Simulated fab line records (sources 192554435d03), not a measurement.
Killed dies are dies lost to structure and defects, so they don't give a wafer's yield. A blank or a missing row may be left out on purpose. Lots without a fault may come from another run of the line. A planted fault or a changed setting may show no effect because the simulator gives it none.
Split-lot trial | flow n5Finfet | 39 wafers read from 7 lots, route of 1938 steps

ABOUT THE SPLIT
At N5_BEOL_M10_TRENCH_ETCH_37 (etches SiCOH lowk in C4F6/O2, target depth 148.83 nm, time 48 s), the setting targetDepthA was moved away from the recipe's 1488.3 angstrom on 6 of the 39 wafers read, by -21.0% to +15.2%. For the rest of the wafers, this setting stayed at what the recipe calls for.

FROM THE SPLIT TO THE READING: what the file shows between them, 11 steps
- N5_BEOL_M10_ETCH_41: etches SiCN in CH3F/O2, target depth 42.6 nm, time 86 s
- N5_BEOL_M10_STRIP_77: strips in N2/H2, time 10 s
- N5_BEOL_M10_OCD_MEAS_38
- N5_BEOL_M10_HM_STRIP_39: strips TiN in peroxide tin strip, target depth 25 nm, time 158 s
- N5_BEOL_M10_SRD_40: time 30 s
- N5_BEOL_M10_ECD_50: material Cu, target thk 318 nm
- N5_BEOL_M10_ANNEAL_51: time 90 s
- N5_BEOL_M10_CMP_52: polishes, stops on SiCOH lowk, t overpolish 7 s, target thk 140 nm
- N5_BEOL_M10_THK_MEAS_53: measures by xrf
- N5_BEOL_M10_PRE_CLEAN_55: time 15 s
- N5_BEOL_M10_DEP_56: deposits SiCN from 3MS/NH3, target thk 15 nm, time 26.5 s

THE READING
M10_RS, in ohm/sq, at N5_BEOL_M10_RS_MEAS_57 (measures by four-point-probe). Typical for fault-free wafers on this fab line: 0.1524 ohm/sq, with standard deviation 0.0025 ohm/sq.

wafer  | tool, chamber at the split | targetDepthA as run, angstrom | against the recipe | M10_RS, ohm/sq | against lot-mates on the recipe
L074.1 | rieDiel-01, 3              | 1488.3                        | recipe             | 0.1523         | -
L074.2 | rieDiel-01, 1              | 1488.3                        | recipe             | 0.1476         | -
L074.3 | rieDiel-01, 2              | 1488.3                        | recipe             | 0.1495         | -
L074.4 | rieDiel-01, 0              | 1488.3                        | recipe             | 0.1498         | -
L074.5 | rieDiel-01, 2              | 1488.3                        | recipe             | 0.1485         | -
L074.6 | rieDiel-01, 3              | 1488.3                        | recipe             | 0.1508         | -
L075.1 | rieDiel-04, 0              | 1488.3                        | recipe             | 0.1482         | -
L075.2 | rieDiel-04, 2              | 1715                          | +15.2%             | 0.1309         | -0.0205
L075.3 | rieDiel-04, 1              | 1488.3                        | recipe             | 0.1521         | -
L075.4 | rieDiel-04, 0              | 1715                          | +15.2%             | 0.1266         | -0.0248
L075.5 | rieDiel-04, 1              | 1488.3                        | recipe             | 0.1539         | -
L075.6 | rieDiel-04, 2              | 1715                          | +15.2%             | 0.1302         | -0.0212
L077.1 | rieDiel-01, 1              | 1488.3                        | recipe             | 0.1490         | -
L077.2 | rieDiel-01, 2              | 1488.3                        | recipe             | 0.1490         | -
L077.3 | rieDiel-01, 3              | 1488.3                        | recipe             | 0.1498         | -
L077.4 | rieDiel-01, 0              | 1488.3                        | recipe             | 0.1480         | -
L077.5 | rieDiel-01, 2              | 1488.3                        | recipe             | 0.1497         | -
L077.6 | rieDiel-01, 3              | 1488.3                        | recipe             | 0.1501         | -
L078.1 | rieDiel-04, 3              | 1488.3                        | recipe             | 0.1537         | -
L078.2 | rieDiel-04, 1              | 1488.3                        | recipe             | 0.1553         | -
L078.3 | rieDiel-04, 2              | 1488.3                        | recipe             | 0.1577         | -
L078.4 | rieDiel-04, 0              | 1488.3                        | recipe             | 0.1512         | -
L078.5 | rieDiel-04, 2              | 1488.3                        | recipe             | 0.1559         | -
L078.6 | rieDiel-04, 1              | 1488.3                        | recipe             | 0.1545         | -
L082.1 | rieDiel-04, 0              | 1488.3                        | recipe             | 0.1506         | -
L082.2 | rieDiel-04, 3              | 1488.3                        | recipe             | 0.1542         | -
L082.3 | rieDiel-04, 1,2            | 1488.3                        | recipe             | 0.1556         | -
L082.4 | rieDiel-04, 2              | 1488.3                        | recipe             | 0.1562         | -
L082.5 | rieDiel-04, 1              | 1488.3                        | recipe             | 0.1544         | -
L082.6 | rieDiel-04, 1,2            | 1488.3                        | recipe             | 0.1543         | -
L088.2 | rieDiel-04, 1              | 1488.3                        | recipe             | 0.1544         | -
L088.3 | rieDiel-04, 2              | 1488.3                        | recipe             | 0.1495         | -
L088.4 | rieDiel-04, 2              | 1488.3                        | recipe             | 0.1454         | -
L087.1 | rieDiel-06, 1              | 1488.3                        | recipe             | 0.1525         | -
L087.2 | rieDiel-06, 2              | 1176                          | -21.0%             | 0.2027         | +0.0497
L087.3 | rieDiel-06, 0              | 1488.3                        | recipe             | 0.1559         | -
L087.4 | rieDiel-06, 3              | 1176                          | -21.0%             | 0.2021         | +0.0491
L087.5 | rieDiel-06, 1              | 1488.3                        | recipe             | 0.1507         | -
L087.6 | rieDiel-06, 0              | 1176                          | -21.0%             | 0.2077         | +0.0547
Where a row lists several chambers, the file gives one row for several wafers and doesn't say which wafer went through which chamber.

THE FIT
A straight line over all 39 wafers: M10_RS changes by -0.00213 ohm/sq for each +1% of targetDepthA; r = -0.96; the points scatter about the line by 0.0044 ohm/sq.
The same after taking each lot's own level away (the mean of its wafers on the recipe; 39 wafers): -0.00209 ohm/sq for each +1%; r = -0.97; scatter 0.0038 ohm/sq.
According to that fit, moving targetDepthA by its largest amount changes the reading by 0.044 ohm/sq.
Measured against the standard deviation above, the lots' own levels, which go from 0.14927 to 0.15472 ohm/sq, span 2.2 times it.
So the lot-to-lot level changes the slope little: the two slopes agree.
Check: for one of the wafers moved furthest among these (-21.0%), held out of the fit, the line's prediction against its lot-mates is +0.0437 ohm/sq. It came out at +0.0497 ohm/sq against them.

THE WHOLE CHAIN: every reading that the file lists as answering this split, in the file's order
step                       | what it does                                                       | reading                                                                          | change (the file's fit)                | r (the file's)
N5_BEOL_M10_TRENCH_ETCH_37 | etches SiCOH lowk in C4F6/O2, target depth 148.83 nm, time 48 s    | BEOL_M10.featureDepthNm (the simulator's own value, which no gauge read)         | +1.46 nm for each +1% of the setting   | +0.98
N5_BEOL_M10_TRENCH_ETCH_37 | etches SiCOH lowk in C4F6/O2, target depth 148.83 nm, time 48 s    | etch.depthNm (the simulator's own value, which no gauge read)                    | +1.45 nm for each +1% of the setting   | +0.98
N5_BEOL_M10_TRENCH_ETCH_37 | etches SiCOH lowk in C4F6/O2, target depth 148.83 nm, time 48 s    | TiN_of_BEOL_M10_HM_DEP_02.thkNm (the simulator's own value, which no gauge read) | -0.0416 nm for each +1% of the setting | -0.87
N5_BEOL_M10_OCD_MEAS_38    |                                                                    | trenchDepthNm                                                                    | +1.46 nm for each +1% of the setting   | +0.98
N5_BEOL_M10_CMP_52         | polishes, stops on SiCOH lowk, t overpolish 7 s, target thk 140 nm | Cu_of_BEOL_M10_ECD_50.thkNm (the simulator's own value, which no gauge read)     | +1.48 nm for each +1% of the setting   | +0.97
N5_BEOL_M10_THK_MEAS_53    | measures by xrf                                                    | M10_THK                                                                          | +1.5 for each +1% of the setting       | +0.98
N5_BEOL_M10_RS_MEAS_57     | measures by four-point-probe                                       | M10_RS                                                                           | -0.0021 for each +1% of the setting    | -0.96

FILE'S OWN FIT
M10_RS changes by -0.0021 ohm/sq for each +1% of targetDepthA, r = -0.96.
